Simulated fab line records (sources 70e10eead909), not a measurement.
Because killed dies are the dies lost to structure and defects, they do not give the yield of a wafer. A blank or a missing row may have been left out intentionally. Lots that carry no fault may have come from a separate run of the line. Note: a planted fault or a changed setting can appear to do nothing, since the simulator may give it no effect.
fab line records -- flow nand-harc
[record] lots = 24, wafers = 72, last-day = 33
route steps=1302 shown P_BONDPAD@372 A_ONON_D1@439 A_CHANNEL_HOLE_D1@488
lots untouched by any fault: they come from a run of this same line in which no faults occurred
start-h: hours from the record's first day to the start of the lot's first wafer shown -- wait-h: hours since the lot's step before -- " repeats the value in the row above -- L1.1+2: a row that stands for several wafers -- - no value, or no start given -- * or withheld: withheld -- < > ~ a bound
route shown NAME@n: names a module that has steps shown in the file, with the first one's number in the route -- usual: average and standard deviation across the fault-free wafers -- same: alike in all rows -- chamber/n: place in a boat -- sites: each site's reading -- _std_site: the standard deviation of these -- _edge_site: the outer-site mean with the inner-site mean subtracted -- radius-mm: how far each site lies from the wafer's centre -- mask NAME#n: copy n -- behind: tool/chamber where the wafer was last shaped -- hold: why the lot was held/for how many hours/how that ended -- device: which transistor (n, p or np) failed to switch -- end of line: tests run on the same wafers once the route is complete -- a step with no rows: only its recipe -- killed: at the first sort, the dies lost to defects and structure; wafer yield is something else -- map: shows each die of a wafer: x if killed, . if not, _ if none is there
set.NAME: setting as actually run; set.NAME@STEP: the setting as run at that earlier step -- model.NAME: the simulator's own value behind a step, which no gauge read
a sample of lots followed through the steps of the route, with each step as a table and each wafer as a row
services: a tool's chamber out of use, with start hour (start-h, from the record's first day; less than 0 if before it), hours out, and reason
[[steps]]
[step NHARC_P_BONDPAD_ETCH_24]
[recipe] target-depth-a = 300, over-etch-frac = 0.3, time-s = 72.99, ion-energy-ev = 150, cf4-flow-sccm = 50, n2-flow-sccm = 100, ar-flow-sccm = 150, rf-w = 300, bias-w = 100, chemistry = CF4/N2
[usual] drypump-motor-current-A = 5.7/0.43, oes-product-au = 0.999/0.0077, rf-vpp-V = 314.8/2.3, showerhead-plenum-p-Torr = 2.66/0.13, throttle-valve-pct = 19.793/0.0081
[same] over-etch-frac = 0.3
lot.wafer,tool,chamber,start-h,wait-h,drypump-motor-current-A,oes-product-au,rf-hours-counter-h,rf-vpp-V,showerhead-plenum-p-Torr,throttle-valve-pct
L074.3,rie-diel-13,1,-,-,5.6,1.004,3.9,316.5,2.77,19.799
L074.1,rie-diel-13,0,-,-,6.5,1.012,3.7,315.9,2.68,19.787
L074.6,rie-diel-13,2,-,-,5.1,1.011,-,314.1,2.62,19.789
L076.3,rie-diel-02,0,-,-,5.8,0.999,4.7,315.0,2.64,19.796
L076.4,rie-diel-02,1,-,-,5.4,1.007,4.6,318.4,2.81,19.788
L076.2,rie-diel-02,2,-,-,5.8,0.995,4.2,318.3,2.82,19.794
L075.3,rie-diel-02,3,-,-,5.0,0.989,4.5,314.8,2.74,19.785
L075.6,rie-diel-02,2,-,-,5.8,0.997,-,319.1,2.82,19.777
L075.5,rie-diel-02,3,-,-,5.0,1.001,-,315.7,2.74,19.789
L077.4,rie-diel-06,3,-,-,6.0,0.994,1.7,315.4,2.69,19.791
L077.3,rie-diel-06,1,-,-,5.8,0.998,2.2,317.0,2.81,19.798
L077.5,rie-diel-06,3,-,-,6.0,1.000,-,315.0,2.69,19.795
L078.3,rie-diel-06,3,-,-,6.0,1.000,1.9,314.5,2.69,19.783
L078.2,rie-diel-06,0,-,-,5.6,1.013,1.9,310.8,2.47,19.809
L078.6,rie-diel-06,0,-,-,5.6,1.012,-,311.4,2.47,19.790
L079.1,rie-diel-06,3,189.46,0.1,6.0,0.989,2.7,314.6,2.69,19.794
L079.2,rie-diel-06,2,189.46,0.1,5.1,0.997,3.1,312.6,2.47,19.797
L079.6,rie-diel-06,3,189.46,0.1,6.0,0.991,-,316.4,2.69,19.798
L080.1,rie-diel-06,3,-,-,6.0,0.994,3.4,315.5,2.69,19.786
L080.4,rie-diel-06,0,-,-,5.6,1.003,3.6,311.8,2.47,19.802
L080.5,rie-diel-06,1,-,-,5.8,1.003,-,317.1,2.81,19.794
L081.4,rie-diel-06,2,-,-,5.1,1.006,4.4,311.9,2.47,19.784
L081.1,rie-diel-06,1,-,-,5.8,1.003,4.8,317.7,2.81,19.788
L081.6,rie-diel-06,3,-,-,6.0,0.987,-,315.8,2.69,19.786
L082.2,rie-diel-06,1,-,-,5.8,1.002,5.4,317.2,2.81,19.791
L082.5,rie-diel-06,0,-,-,5.6,1.009,-,313.8,2.47,19.781
L082.6,rie-diel-06,1,-,-,5.8,1.001,-,318.1,2.81,19.804
L083.2,rie-diel-13,0,-,-,6.5,0.996,1.9,315.1,2.68,19.813
L083.4,rie-diel-13,1,-,-,5.6,1.004,1.8,317.0,2.77,19.803
L083.6,rie-diel-13,3,-,-,6.3,0.998,-,316.9,2.73,19.799
L084.3,rie-diel-02,1,243.61,0.1,5.4,1.006,1.0,316.2,2.81,19.802
L084.4,rie-diel-02,1,243.61,0.1,5.3,1.006,-,318.9,2.81,19.794
L084.5,rie-diel-02,2,243.61,0.1,5.8,0.999,-,315.9,2.82,19.808
L085.1,rie-diel-02,3,244.46,0.1,4.9,1.006,1.4,315.8,2.74,19.782
L085.4,rie-diel-02,3,244.46,0.1,5.0,0.999,-,316.4,2.74,19.791
L085.5,rie-diel-02,2,244.46,0.1,5.8,0.995,-,317.3,2.82,19.788
L086.2,rie-diel-06,2,-,-,5.1,0.994,7.8,310.8,2.47,19.781
L086.4,rie-diel-06,3,-,-,6.0,0.995,6.5,314.0,2.69,19.779
L086.3,rie-diel-06,1,-,-,5.7,1.016,8.3,318.6,2.81,19.796
L087.2,rie-diel-13,3,-,-,6.3,0.995,2.6,315.9,2.73,19.798
L087.4,rie-diel-13,0,-,-,6.5,1.003,2.4,314.3,2.68,19.794
L087.3,rie-diel-13,1,-,-,5.6,1.001,2.2,315.8,2.77,19.794
L088.4,rie-diel-06,3,-,-,6.0,0.985,7.0,317.4,2.69,19.797
L088.3,rie-diel-06,1,-,-,5.7,1.002,8.9,318.1,2.81,19.800
L088.6,rie-diel-06,0,-,-,5.5,1.007,-,310.8,2.47,19.816
L089.4,rie-diel-06,0,-,-,5.6,1.022,7.4,311.9,2.47,19.792
L089.5,rie-diel-06,2,-,-,5.2,0.996,-,312.5,2.47,19.799
L089.6,rie-diel-06,3,-,-,6.0,0.991,-,314.3,2.69,19.808
L091.2,rie-diel-02,1,-,-,5.4,1.000,3.7,316.5,2.81,19.796
L091.3,rie-diel-02,2,-,-,5.8,0.997,4.0,318.9,2.82,19.806
L091.5,rie-diel-02,0,-,-,5.8,0.999,-,314.5,2.64,19.799
L090.1,rie-diel-06,0,-,-,5.5,0.994,8.7,311.3,2.47,19.803
L090.4,rie-diel-06,3,-,-,6.0,0.989,8.2,316.2,2.69,19.785
L090.6,rie-diel-06,0,-,-,5.6,1.014,-,311.7,2.47,19.799
L092.4,rie-diel-13,3,-,-,6.3,0.990,3.3,315.4,2.73,19.806
L092.3,rie-diel-13,0,-,-,6.5,0.997,3.1,315.3,2.68,19.785
L092.5,rie-diel-13,3,-,-,6.3,0.991,-,316.9,2.73,19.796
L093.2,rie-diel-13,3,-,-,6.3,0.991,3.5,316.6,2.73,19.780
L093.3,rie-diel-13,0,-,-,6.5,0.989,3.2,314.7,2.68,19.778
L093.1,rie-diel-13,2,-,-,5.1,0.995,3.5,313.3,2.61,19.806
L094.2,rie-diel-06,1,-,-,5.8,0.986,3.6,315.7,2.80,19.784
L094.3,rie-diel-06,2,-,-,5.1,0.990,3.3,310.9,2.47,19.786
L094.5,rie-diel-06,2,-,-,5.1,1.013,-,311.8,2.47,19.787
L095.3,rie-diel-13,0,355.76,0.1,6.5,0.980,0.2,314.5,2.68,19.793
L095.5,rie-diel-13,1,355.76,0.1,5.6,1.000,-,317.9,2.77,19.791
L095.6,rie-diel-13,3,355.76,0.1,6.3,0.994,-,315.6,2.73,19.788
L096.2,rie-diel-06,1,-,-,5.8,0.997,4.5,317.9,2.80,19.801
L096.3,rie-diel-06,2,-,-,5.1,1.004,4.2,311.2,2.47,19.793
L096.6,rie-diel-06,0,-,-,5.6,1.005,-,311.6,2.47,19.795
L097.3,rie-diel-06,2,-,-,5.1,0.994,4.9,310.1,2.47,19.771
L097.6,rie-diel-06,3,-,-,6.0,0.992,-,315.5,2.68,19.804
L097.5,rie-diel-06,0,-,-,5.5,0.998,-,311.9,2.47,19.780
[step NHARC_P_BONDPAD_PVD_17]
[recipe] target-thk-a = 50, bias-v = 168.6, power-w = 15000, chamber-pressure-pa = 0.12, time-s = 8.06, substrate-temp-c = 50, material = TaN
[usual] throttle-valve-pct = 29.7/0.89
lot.wafer,tool,chamber,start-h,wait-h,throttle-valve-pct
L074.1,pvd-sputter-01,-,-,-,28.4
L074.3,pvd-sputter-01,-,-,-,30.0
L074.6,pvd-sputter-01,-,-,-,30.6
L076.3,pvd-sputter-01,-,-,-,30.9
L076.4,pvd-sputter-01,-,-,-,28.4
L076.2,pvd-sputter-01,-,-,-,30.1
L075.3,pvd-sputter-03,-,-,-,29.0
L075.6,pvd-sputter-03,-,-,-,29.2
L075.5,pvd-sputter-03,-,-,-,29.2
L077.3,pvd-sputter-03,-,-,-,31.6
L077.4,pvd-sputter-03,-,-,-,29.4
L077.5,pvd-sputter-03,-,-,-,29.2
L078.3,pvd-sputter-01,-,-,-,30.1
L078.2,pvd-sputter-01,-,-,-,28.8
L078.6,pvd-sputter-01,-,-,-,28.9
L079.1,pvd-sputter-02,-,-,-,30.8
L079.2,pvd-sputter-02,-,-,-,28.0
L079.6,pvd-sputter-02,-,-,-,29.9
L080.4,pvd-sputter-02,-,-,-,30.9
L080.1,pvd-sputter-02,-,-,-,29.9
L080.5,pvd-sputter-02,-,-,-,28.1
L081.1,pvd-sputter-01,-,-,-,28.0
L081.4,pvd-sputter-01,-,-,-,30.0
L081.6,pvd-sputter-01,-,-,-,28.4
L082.2,pvd-sputter-03,-,-,-,29.6
L082.5,pvd-sputter-03,-,-,-,31.1
L082.6,pvd-sputter-03,-,-,-,29.6
L083.4,pvd-sputter-03,-,-,-,29.5
L083.2,pvd-sputter-03,-,-,-,31.3
L083.6,pvd-sputter-03,-,-,-,29.6
L084.4,pvd-sputter-02,-,-,-,30.3
L084.3,pvd-sputter-02,-,-,-,28.0
L084.5,pvd-sputter-02,-,-,-,29.9
L085.1,pvd-sputter-01,-,-,-,29.8
L085.4,pvd-sputter-01,-,-,-,28.5
L085.5,pvd-sputter-01,-,-,-,29.6
L086.2,pvd-sputter-01,-,-,-,30.0
L086.4,pvd-sputter-01,-,-,-,29.5
L086.3,pvd-sputter-01,-,-,-,30.4
L087.2,pvd-sputter-01,-,-,-,30.2
L087.4,pvd-sputter-01,-,-,-,30.3
L087.3,pvd-sputter-01,-,-,-,28.5
L088.3,pvd-sputter-02,-,-,-,31.2
L088.4,pvd-sputter-02,-,-,-,30.0
L088.6,pvd-sputter-02,-,-,-,31.0
L089.4,pvd-sputter-03,-,-,-,31.1
L089.5,pvd-sputter-03,-,-,-,28.6
L089.6,pvd-sputter-03,-,-,-,29.8
L091.3,pvd-sputter-02,-,-,-,30.0
L091.2,pvd-sputter-02,-,-,-,29.0
L091.5,pvd-sputter-02,-,-,-,30.0
L090.4,pvd-sputter-03,-,-,-,31.1
L090.1,pvd-sputter-03,-,-,-,29.5
L090.6,pvd-sputter-03,-,-,-,29.7
L092.3,pvd-sputter-01,-,-,-,29.5
L092.4,pvd-sputter-01,-,-,-,28.2
L092.5,pvd-sputter-01,-,-,-,29.8
L093.2,pvd-sputter-03,-,-,-,28.6
L093.3,pvd-sputter-03,-,-,-,29.4
L093.1,pvd-sputter-03,-,-,-,31.2
L094.3,pvd-sputter-01,-,-,-,29.7
L094.2,pvd-sputter-01,-,-,-,30.2
L094.5,pvd-sputter-01,-,-,-,30.1
L095.3,pvd-sputter-02,-,-,-,30.6
L095.6,pvd-sputter-02,-,-,-,29.0
L095.5,pvd-sputter-02,-,-,-,30.3
L096.3,pvd-sputter-02,-,-,-,29.7
L096.2,pvd-sputter-02,-,-,-,30.6
L096.6,pvd-sputter-02,-,-,-,29.8
L097.3,pvd-sputter-03,-,-,-,31.3
L097.6,pvd-sputter-03,-,-,-,31.3
L097.5,pvd-sputter-03,-,-,-,29.3
[step NHARC_P_BONDPAD_ANNEAL_28]
[recipe] temp-c = 225, time-s = 90
[usual] wafer_temp_C_max = 226.00/0.28
lot.wafer,tool,chamber,start-h,wait-h,wafer_temp_C_max
L074.1,rtp-anneal-02,0,137.75,0.3,226.07
L074.3,rtp-anneal-02,0,137.75,0.3,226.12
L074.6,rtp-anneal-02,0,137.75,0.3,225.88
L076.2,rtp-anneal-02,0,156.49,0.3,225.48
L076.3,rtp-anneal-02,0,156.49,0.3,225.48
L076.4,rtp-anneal-02,0,156.49,0.3,226.05
L075.3,rtp-anneal-02,0,157.41,0.3,226.19
L075.5,rtp-anneal-02,0,157.41,0.3,225.91
L075.6,rtp-anneal-02,0,157.41,0.3,226.18
L077.3,rtp-anneal-02,0,169.17,0.3,225.95
L077.4,rtp-anneal-02,0,169.17,0.3,226.23
L077.5,rtp-anneal-02,0,169.17,0.3,225.65
L078.2,rtp-anneal-02,0,174.87,0.5,225.89
L078.3,rtp-anneal-02,0,174.87,0.5,226.17
L078.6,rtp-anneal-02,0,174.87,0.5,225.80
L079.1,rtp-anneal-02,0,190.64,-,226.19
L079.2,rtp-anneal-02,0,190.64,-,226.06
L079.6,rtp-anneal-02,0,190.64,-,226.00
L080.1,rtp-anneal-02,0,201.36,-,226.21
L080.4,rtp-anneal-02,0,201.36,-,225.80
L080.5,rtp-anneal-02,0,201.36,-,226.04
L081.1,rtp-anneal-02,0,206.35,0.3,226.21
L081.4,rtp-anneal-02,0,206.35,0.3,225.89
L081.6,rtp-anneal-02,0,206.35,0.3,226.41
L082.2,rtp-anneal-02,0,218.45,-,226.24
L082.5,rtp-anneal-02,0,218.45,-,226.20
L082.6,rtp-anneal-02,0,218.45,-,225.78
L083.2,rtp-anneal-02,0,229.24,0.3,225.78
L083.4,rtp-anneal-02,0,229.24,0.3,225.89
L083.6,rtp-anneal-02,0,229.24,0.3,226.58
L084.3,rtp-anneal-01,0,244.90,-,225.41
L084.4,rtp-anneal-01,0,244.90,-,225.50
L084.5,rtp-anneal-01,0,244.90,-,225.77
L085.1,rtp-anneal-02,0,245.65,0.3,226.63
L085.4,rtp-anneal-02,0,245.65,0.3,226.00
L085.5,rtp-anneal-02,0,245.65,0.3,225.83
L086.2,rtp-anneal-02,0,260.83,0.5,225.82
L086.3,rtp-anneal-02,0,260.83,0.5,225.80
L086.4,rtp-anneal-02,0,260.83,0.5,226.27
L087.2,rtp-anneal-02,0,266.78,-,226.14
L087.3,rtp-anneal-02,0,266.78,-,226.22
L087.4,rtp-anneal-02,0,266.78,-,226.23
L088.3,rtp-anneal-02,0,284.17,0.3,226.61
L088.4,rtp-anneal-02,0,284.17,0.3,226.00
L088.6,rtp-anneal-02,0,284.17,0.3,225.82
L089.4,rtp-anneal-01,0,285.53,-,225.72
L089.5,rtp-anneal-01,0,285.53,-,225.82
L089.6,rtp-anneal-01,0,285.53,-,225.73
L091.2,rtp-anneal-02,0,301.79,0.3,226.57
L091.3,rtp-anneal-02,0,301.79,0.3,226.10
L091.5,rtp-anneal-02,0,301.79,0.3,226.09
L090.1,rtp-anneal-01,0,302.42,-,225.63
L090.4,rtp-anneal-01,0,302.42,-,225.88
L090.6,rtp-anneal-01,0,302.42,-,225.82
L092.3,rtp-anneal-01,0,316.03,0.3,225.70
L092.4,rtp-anneal-01,0,316.03,0.3,225.85
L092.5,rtp-anneal-01,0,316.03,0.3,225.98
L093.1,rtp-anneal-01,0,324.78,-,225.86
L093.2,rtp-anneal-01,0,324.78,-,225.78
L093.3,rtp-anneal-01,0,324.78,-,225.62
L094.2,rtp-anneal-01,0,346.78,-,226.19
L094.3,rtp-anneal-01,0,346.78,-,226.10
L094.5,rtp-anneal-01,0,346.78,-,226.22
L095.3,rtp-anneal-02,0,357.11,0.4,225.74
L095.5,rtp-anneal-02,0,357.11,0.4,226.24
L095.6,rtp-anneal-02,0,357.11,0.4,226.20
L096.2,rtp-anneal-01,0,360.30,0.3,225.44
L096.3,rtp-anneal-01,0,360.30,0.3,225.91
L096.6,rtp-anneal-01,0,360.30,0.3,225.84
L097.3,rtp-anneal-02,0,367.05,-,226.01
L097.5,rtp-anneal-02,0,367.05,-,225.78
L097.6,rtp-anneal-02,0,367.05,-,226.14
[step NHARC_A_ONON_D1_THK_MEAS_21]
[recipe] thk-meas-gauge = ellipsometry
[usual] thk-nm = 1000/8.8
lot.wafer,tool,chamber,start-h,wait-h,thk-nm
L074.1,film-metro-02,-,172.12,-,1013
L074.3,film-metro-02,-,172.12,-,1014
L074.6,film-metro-02,-,172.12,-,1015
L075.3,film-metro-01,-,190.94,-,994
L075.5,film-metro-01,-,190.94,-,995
L075.6,film-metro-01,-,190.94,-,996
L076.2,film-metro-02,-,190.95,-,988
L076.3,film-metro-02,-,190.95,-,986
L076.4,film-metro-02,-,190.95,-,988
L077.3,film-metro-01,-,203.77,-,1008
L077.4,film-metro-01,-,203.77,-,1009
L077.5,film-metro-01,-,203.77,-,1009
L078.2,film-metro-02,-,210.02,-,993
L078.3,film-metro-02,-,210.02,-,993
L078.6,film-metro-02,-,210.02,-,992
L079.1,film-metro-02,-,229.84,-,1002
L079.2,film-metro-02,-,229.84,-,1002
L079.6,film-metro-02,-,229.84,-,1002
L080.1,film-metro-02,-,238.25,-,1010
L080.4,film-metro-02,-,238.25,-,1009
L080.5,film-metro-02,-,238.25,-,1010
L081.1,film-metro-02,-,244.46,-,993
L081.4,film-metro-02,-,244.46,-,992
L081.6,film-metro-02,-,244.46,-,992
L082.2,film-metro-02,-,254.67,-,1001
L082.5,film-metro-02,-,254.67,-,1002
L082.6,film-metro-02,-,254.67,-,1002
L083.2,film-metro-01,-,270.17,-,1016
L083.4,film-metro-01,-,270.17,-,1014
L083.6,film-metro-01,-,270.17,-,1016
L085.1,film-metro-02,-,284.44,-,1002
L085.4,film-metro-02,-,284.44,-,1005
L085.5,film-metro-02,-,284.44,-,1001
L084.3,film-metro-01,-,284.45,-,986
L084.4,film-metro-01,-,284.45,-,989
L084.5,film-metro-01,-,284.45,-,988
L086.2,film-metro-01,-,298.20,-,990
L086.3,film-metro-01,-,298.20,-,990
L086.4,film-metro-01,-,298.20,-,993
L087.2,film-metro-01,-,301.78,-,1001
L087.3,film-metro-01,-,301.78,-,1002
L087.4,film-metro-01,-,301.78,-,1005
L088.3,film-metro-02,-,320.58,-,999
L088.4,film-metro-02,-,320.58,-,999
L088.6,film-metro-02,-,320.58,-,998
L089.4,film-metro-01,-,320.90,-,1017
L089.5,film-metro-01,-,320.90,-,1018
L089.6,film-metro-01,-,320.90,-,1015
L091.2,film-metro-02,-,337.79,-,1008
L091.3,film-metro-02,-,337.79,-,1008
L091.5,film-metro-02,-,337.79,-,1008
L090.1,film-metro-01,-,337.81,-,1005
L090.4,film-metro-01,-,337.81,-,1004
L090.6,film-metro-01,-,337.81,-,1003
L092.3,film-metro-01,-,356.95,-,995
L092.4,film-metro-01,-,356.95,-,995
L092.5,film-metro-01,-,356.95,-,996
L093.1,film-metro-01,-,356.98,-,1000
L093.2,film-metro-01,-,356.98,-,1001
L093.3,film-metro-01,-,356.98,-,1002
L094.2,film-metro-01,-,382.72,-,998
L094.3,film-metro-01,-,382.72,-,996
L094.5,film-metro-01,-,382.72,-,998
L095.3,film-metro-01,-,394.54,-,988
L095.5,film-metro-01,-,394.54,-,988
L095.6,film-metro-01,-,394.54,-,990
L096.2,film-metro-02,-,394.55,-,988
L096.3,film-metro-02,-,394.55,-,990
L096.6,film-metro-02,-,394.55,-,988
L097.3,film-metro-01,-,404.06,-,996
L097.5,film-metro-01,-,404.06,-,994
L097.6,film-metro-01,-,404.06,-,994
[step NHARC_A_ONON_D1_THK_MEAS_27]
[recipe] thk-meas-gauge = ellipsometry
[usual] thk-nm = 1001/10
lot.wafer,tool,chamber,start-h,wait-h,thk-nm
L074.1,film-metro-01,-,173.26,-,1002
L074.3,film-metro-01,-,173.26,-,1003
L074.6,film-metro-01,-,173.26,-,1004
L075.3,film-metro-02,-,192.07,-,1002
L075.5,film-metro-02,-,192.07,-,1000
L075.6,film-metro-02,-,192.07,-,1001
L076.2,film-metro-01,-,192.08,-,994
L076.3,film-metro-01,-,192.08,-,993
L076.4,film-metro-01,-,192.08,-,995
L077.3,film-metro-01,-,204.91,-,1016
L077.4,film-metro-01,-,204.91,-,1016
L077.5,film-metro-01,-,204.91,-,1017
L078.2,film-metro-01,-,211.18,-,999
L078.3,film-metro-01,-,211.18,-,1000
L078.6,film-metro-01,-,211.18,-,1001
L079.1,film-metro-01,-,230.97,-,980
L079.2,film-metro-01,-,230.97,-,978
L079.6,film-metro-01,-,230.97,-,979
L080.1,film-metro-01,-,239.38,-,1003
L080.4,film-metro-01,-,239.38,-,1003
L080.5,film-metro-01,-,239.38,-,1003
L081.1,film-metro-01,-,245.58,-,1008
L081.4,film-metro-01,-,245.58,-,1007
L081.6,film-metro-01,-,245.58,-,1009
L082.2,film-metro-01,-,255.80,-,1011
L082.5,film-metro-01,-,255.80,-,1010
L082.6,film-metro-01,-,255.80,-,1011
L083.2,film-metro-01,-,271.30,-,995
L083.4,film-metro-01,-,271.30,-,995
L083.6,film-metro-01,-,271.30,-,995
L085.1,film-metro-02,-,285.72,-,1014
L085.4,film-metro-02,-,285.72,-,1013
L085.5,film-metro-02,-,285.72,-,1012
L084.3,film-metro-01,-,285.84,-,1006
L084.4,film-metro-01,-,285.84,-,1008
L084.5,film-metro-01,-,285.84,-,1007
L086.2,film-metro-01,-,299.34,-,1010
L086.3,film-metro-01,-,299.34,-,1009
L086.4,film-metro-01,-,299.34,-,1009
L087.2,film-metro-02,-,302.91,-,999
L087.3,film-metro-02,-,302.91,-,999
L087.4,film-metro-02,-,302.91,-,998
L088.3,film-metro-01,-,321.71,-,991
L088.4,film-metro-01,-,321.71,-,992
L088.6,film-metro-01,-,321.71,-,992
L089.4,film-metro-02,-,322.04,-,1000
L089.5,film-metro-02,-,322.04,-,999
L089.6,film-metro-02,-,322.04,-,1002
L091.2,film-metro-02,-,338.92,-,978
L091.3,film-metro-02,-,338.92,-,978
L091.5,film-metro-02,-,338.92,-,977
L090.1,film-metro-01,-,338.95,-,1006
L090.4,film-metro-01,-,338.95,-,1006
L090.6,film-metro-01,-,338.95,-,1006
L092.3,film-metro-01,-,358.08,-,986
L092.4,film-metro-01,-,358.08,-,989
L092.5,film-metro-01,-,358.08,-,987
L093.1,film-metro-01,-,358.11,-,1008
L093.2,film-metro-01,-,358.11,-,1006
L093.3,film-metro-01,-,358.11,-,1007
L094.2,film-metro-01,-,383.86,-,1018
L094.3,film-metro-01,-,383.86,-,1019
L094.5,film-metro-01,-,383.86,-,1018
L095.3,film-metro-01,-,395.67,-,1000
L095.5,film-metro-01,-,395.67,-,1003
L095.6,film-metro-01,-,395.67,-,1003
L096.2,film-metro-02,-,395.69,-,994
L096.3,film-metro-02,-,395.69,-,994
L096.6,film-metro-02,-,395.69,-,994
L097.3,film-metro-01,-,405.19,-,1005
L097.5,film-metro-01,-,405.19,-,1003
L097.6,film-metro-01,-,405.19,-,1004
[step NHARC_A_CHANNEL_HOLE_D1_XSEM_31]
[recipe] landing-energy-ev = 35000
[usual] bot-cd-nm = 74.4/0.99, bow-nm = 8.64/0.29, tilt-deg = 0.07/0.038
lot.wafer,tool,chamber,start-h,wait-h,bot-cd-nm,bow-nm,tilt-deg
L074.1,xsem-01,0,189.36,0.1,72.4,8.48,0.04
L074.3,xsem-01,0,189.36,0.1,73.1,8.54,0.04
L074.6,xsem-01,0,189.36,0.1,71.4,8.48,0.04
L075.3,xsem-02,0,202.76,0.1,74.4,8.38,0.06
L075.5,xsem-02,0,202.76,0.1,73.3,8.32,0.06
L075.6,xsem-02,0,202.76,0.1,74.0,8.31,0.06
L076.2,xsem-01,0,205.62,0.1,74.7,8.95,0.00
L076.3,xsem-01,0,205.62,0.1,74.0,8.92,0.01
L076.4,xsem-01,0,205.62,0.1,74.5,8.90,0.00
L077.3,xsem-02,0,217.64,0.1,73.3,8.63,0.14
L077.4,xsem-02,0,217.64,0.1,74.2,8.67,0.14
L077.5,xsem-02,0,217.64,0.1,72.8,8.70,0.13
L078.2,xsem-01,0,223.41,0.1,74.7,8.94,0.10
L078.3,xsem-01,0,223.41,0.1,73.2,8.99,0.10
L078.6,xsem-01,0,223.41,0.1,73.9,9.02,0.11
L079.1,xsem-02,0,241.68,0.1,73.8,8.50,0.07
L079.2,xsem-02,0,241.68,0.1,74.0,8.54,0.07
L079.6,xsem-02,0,241.68,0.1,75.7,8.47,0.07
L080.1,xsem-02,0,255.28,0.1,73.6,8.39,0.04
L080.4,xsem-02,0,255.28,0.1,72.9,8.41,0.04
L080.5,xsem-02,0,255.28,0.1,75.7,8.41,0.04
L081.1,xsem-01,0,258.67,0.1,73.5,8.91,0.10
L081.4,xsem-01,0,258.67,0.1,73.7,8.99,0.10
L081.6,xsem-01,0,258.67,0.1,74.3,8.86,0.10
L082.2,xsem-02,0,267.76,0.1,76.9,8.50,0.04
L082.5,xsem-02,0,267.76,0.1,74.1,8.43,0.04
L082.6,xsem-02,0,267.76,0.1,73.9,8.43,0.04
L083.2,xsem-01,0,285.41,0.1,74.7,8.66,0.07
L083.4,xsem-01,0,285.41,0.1,74.6,8.57,0.07
L083.6,xsem-01,0,285.41,0.1,74.3,8.59,0.07
L085.1,xsem-02,0,296.50,0.1,74.9,8.24,0.15
L085.4,xsem-02,0,296.50,0.1,74.6,8.16,0.15
L085.5,xsem-02,0,296.50,0.1,74.9,8.15,0.15
L084.3,xsem-01,0,296.66,0.1,73.9,8.66,0.08
L084.4,xsem-01,0,296.66,0.1,74.5,8.64,0.08
L084.5,xsem-01,0,296.66,0.1,74.3,8.63,0.08
L086.2,xsem-02,0,311.25,0.1,73.2,8.36,0.10
L086.3,xsem-02,0,311.25,0.1,73.9,8.32,0.10
L086.4,xsem-02,0,311.25,0.1,74.0,8.34,0.10
L087.2,xsem-01,0,320.48,0.1,75.8,8.89,0.05
L087.3,xsem-01,0,320.48,0.1,75.1,8.86,0.05
L087.4,xsem-01,0,320.48,0.1,74.9,8.86,0.05
L088.3,xsem-02,0,340.99,0.1,75.6,8.90,0.08
L088.4,xsem-02,0,340.99,0.1,76.0,8.84,0.08
L088.6,xsem-02,0,340.99,0.1,74.3,8.87,0.09
L089.4,xsem-01,0,341.51,0.1,73.8,8.52,0.09
L089.5,xsem-01,0,341.51,0.1,74.7,8.54,0.09
L089.6,xsem-01,0,341.51,0.1,74.2,8.56,0.10
L091.2,xsem-01,0,352.21,0.1,75.9,8.29,0.08
L091.3,xsem-01,0,352.21,0.1,74.5,8.18,0.08
L091.5,xsem-01,0,352.21,0.1,73.7,8.26,0.08
L090.1,xsem-02,0,353.10,0.1,74.4,8.90,0.09
L090.4,xsem-02,0,353.10,0.1,74.3,8.86,0.09
L090.6,xsem-02,0,353.10,0.1,74.4,8.81,0.09
L092.3,xsem-02,0,368.77,0.1,73.4,9.46,0.03
L092.4,xsem-02,0,368.77,0.1,73.2,9.48,0.03
L092.5,xsem-02,0,368.77,0.1,74.4,9.45,0.03
L093.1,xsem-01,0,372.97,0.1,76.3,8.86,0.07
L093.2,xsem-01,0,372.97,0.1,76.2,8.68,0.07
L093.3,xsem-01,0,372.97,0.1,73.8,8.83,0.07
L094.2,xsem-01,0,399.57,0.1,77.0,8.87,0.05
L094.3,xsem-01,0,399.57,0.1,75.1,8.80,0.05
L094.5,xsem-01,0,399.57,0.1,74.9,8.92,0.05
L095.3,xsem-01,0,407.94,0.1,73.5,8.60,0.15
L095.5,xsem-01,0,407.94,0.1,73.8,8.61,0.15
L095.6,xsem-01,0,407.94,0.1,74.9,8.52,0.15
L096.2,xsem-02,0,412.30,0.1,74.0,8.54,0.09
L096.3,xsem-02,0,412.30,0.1,74.5,8.54,0.09
L096.6,xsem-02,0,412.30,0.1,73.2,8.53,0.09
L097.3,xsem-01,0,415.94,0.1,73.9,8.24,0.00
L097.5,xsem-01,0,415.94,0.1,74.8,8.31,0.00
L097.6,xsem-01,0,415.94,0.1,75.8,8.28,0.00
[[services]]
tool,chamber,start-h,hours,kind
rie-diel-13,-,133.42,0.2,repair
rie-diel-06,2,137.75,3.1,repair
pvd-sputter-02,-,155.32,0.9,repair
pvd-sputter-03,-,156.91,4.6,repair
pvd-sputter-02,-,161.48,2.3,repair
rie-diel-13,-,165.00,9.0,pm
pvd-sputter-03,-,170.01,10.0,pm
rie-diel-06,0,183.10,6.7,repair
pvd-sputter-02,-,215.15,4.0,repair
pvd-sputter-01,-,226.00,10.0,pm
pvd-sputter-03,-,231.56,1.0,repair
rie-diel-06,2,250.17,1.4,repair
pvd-sputter-02,-,289.35,10.0,pm
pvd-sputter-03,-,298.60,0.5,repair
rie-diel-06,-,307.26,9.0,pm
pvd-sputter-02,-,311.29,4.4,repair
pvd-sputter-03,-,345.84,1.0,repair
pvd-sputter-03,-,348.01,10.0,pm
xsem-01,-,364.77,1.8,repair
rtp-anneal-01,-,372.00,12.0,pm
xsem-01,-,374.00,14.0,pm
pvd-sputter-03,-,377.86,1.6,repair
pvd-sputter-01,-,396.92,4.0,repair
pvd-sputter-01,-,404.00,10.0,pm
[[key]]
fault none
